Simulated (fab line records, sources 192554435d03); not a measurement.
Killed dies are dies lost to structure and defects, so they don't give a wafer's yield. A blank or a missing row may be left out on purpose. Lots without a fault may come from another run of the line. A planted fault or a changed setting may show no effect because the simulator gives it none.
Chamber matching | flow n5_finfet | N5_BEOL_M8_VIA_ETCH_34 on rie_diel-04: 4 sister chambers
The step etches SiCOH lowk in C4F6/O2, target depth 125.5 nm, time 50.5 s. 4 wafers are shown with their chamber, then 9 later ones without.

WAFERS WITH THEIR CHAMBER
wafer  | chamber | rf_vpp_V (V)
L081.3 | 1       | 642
L080.1 | 2       | 653
L080.3 | 0       | 679
L080.6 | 3       | 660

WAFERS WITHOUT THEIR CHAMBER
wafer  | rf_vpp_V (V)
L087.3 | 659
L087.5 | 659
L087.6 | 680
L090.2 | 652
L090.3 | 660
L090.4 | 652
L097.1 | 680
L097.2 | 661
L097.3 | 643

WHICH CHAMBER EACH WENT THROUGH
wafer  | from the rows above | in truth
L087.3 | 3                   | 3
L087.5 | 3                   | 3
L087.6 | 0                   | 0
L090.2 | 2                   | 2
L090.3 | 3                   | 3
L090.4 | 2                   | 2
L097.1 | 0                   | 0
L097.2 | 3                   | 3
L097.3 | 1                   | 1
Placed correctly: 9 of 9. Can't be placed from these rows: 0. Placed wrongly: 0.
How it was worked out, from the rows above alone: a wafer's distance from a chamber is the root of the sum, over the readings, of the square of ((its reading less the chamber's mean) divided by the reading's scatter). The wafer belongs to the nearest chamber; if the next one is less than 2 further off, it can't be placed. A chamber's mean is the mean of its shown wafers. The scatter: with one shown wafer a chamber, the root of the mean of the squares of how far each hidden wafer lies from its nearest shown one.
